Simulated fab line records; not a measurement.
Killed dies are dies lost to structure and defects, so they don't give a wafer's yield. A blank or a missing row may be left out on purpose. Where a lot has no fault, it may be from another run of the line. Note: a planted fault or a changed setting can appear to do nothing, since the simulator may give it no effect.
Which of the tools did it? | flow nandHarc | 6 lots with 17 wafers sampled at 4 steps, on a route of 1159 steps

## WHAT EACH GAUGE READ, for each wafer
NHARC_A_CONTACT_CD_MEAS_15.
lot  | measured     | on       | cdNm (nm)
L318 | day 17 16:51 | cdSem-03 | 89.5 90.4 89.8
L326 | day 19 06:14 | cdSem-02 | 89.7 89.8 90.3
L329 | day 20 05:45 | cdSem-03 | 89.6 89.3
L332 | day 20 16:22 | cdSem-02 | 90.2 90.2 90.0
L335 | day 21 08:25 | cdSem-01 | 89.5 90.2 89.4
L340 | day 22 04:37 | cdSem-03 | 90.1 90.7 90.6

## WHAT TOOL EACH LOT RAN ON (gives the tool, then ch and the chambers of the sampled wafers, and finally the start)
lot  | NHARC_A_CONTACT_DESCUM_13         | NHARC_A_CONTACT_ETCH_137           | NHARC_A_CONTACT_ETCH_92
L318 | rieDiel-09 ch 1,2,3, day 17 14:34 | harCapEtch-01 ch 0,1, day 17 16:01 | rieDiel-08 ch 0,1,2, day 17 16:39
L326 | rieDiel-08 ch 0,2,3, day 19 02:58 | harCapEtch-02 ch 0,1, day 19 05:05 | rieDiel-08 ch 0,1,3, day 19 05:42
L329 | rieDiel-07 ch 1,2, day 20 03:25   | harCapEtch-01 ch 0,1, day 20 04:54 | rieDiel-08 ch 1,3, day 20 05:32
L332 | rieDiel-08 ch 0,1, day 20 14:03   | harCapEtch-02 ch 0,1, day 20 15:29 | rieDiel-07 ch 0,3, day 20 16:08
L335 | rieDiel-09 ch 1,2, day 21 06:04   | harCapEtch-03 ch 0,1, day 21 07:33 | rieDiel-09 ch 0,1,3, day 21 08:13
L340 | rieDiel-08 ch 0,1,3, day 22 02:02 | harCapEtch-02 ch 1, day 22 03:45   | rieDiel-09 ch 0,1,3, day 22 04:26
- NHARC_A_CONTACT_DESCUM_13: chemistry O2, time 3 s.
- NHARC_A_CONTACT_ETCH_137: etches the open film in C4F8/O2/Ar, time 132 s, target depth 1287 nm.
- NHARC_A_CONTACT_ETCH_92: etches the open film in CH3F/O2, target depth 40 nm, time 85.7 s.

## THE ANSWER, worked out from the rows above alone
Rule: what is usual is taken from the lots themselves. The widest of any qualifying gaps counts: lots, ordered by their means at a reading, are off when they make up no more than a third of the lots, leave a main group of 4 or more, and stand apart from it by 3 or more times the standard deviation of that group's means. The tables above print the reading to a certain number of digits; a main group whose means all agree to those digits is not used. Also off: a lot with no number at a reading for which 4 or more lots have one. The other lots that the step has rows for count as sound.
None of the lots is off at any reading shown; this tells nothing.

## WHAT HAD BEEN PUT IN BY THE SIMULATOR
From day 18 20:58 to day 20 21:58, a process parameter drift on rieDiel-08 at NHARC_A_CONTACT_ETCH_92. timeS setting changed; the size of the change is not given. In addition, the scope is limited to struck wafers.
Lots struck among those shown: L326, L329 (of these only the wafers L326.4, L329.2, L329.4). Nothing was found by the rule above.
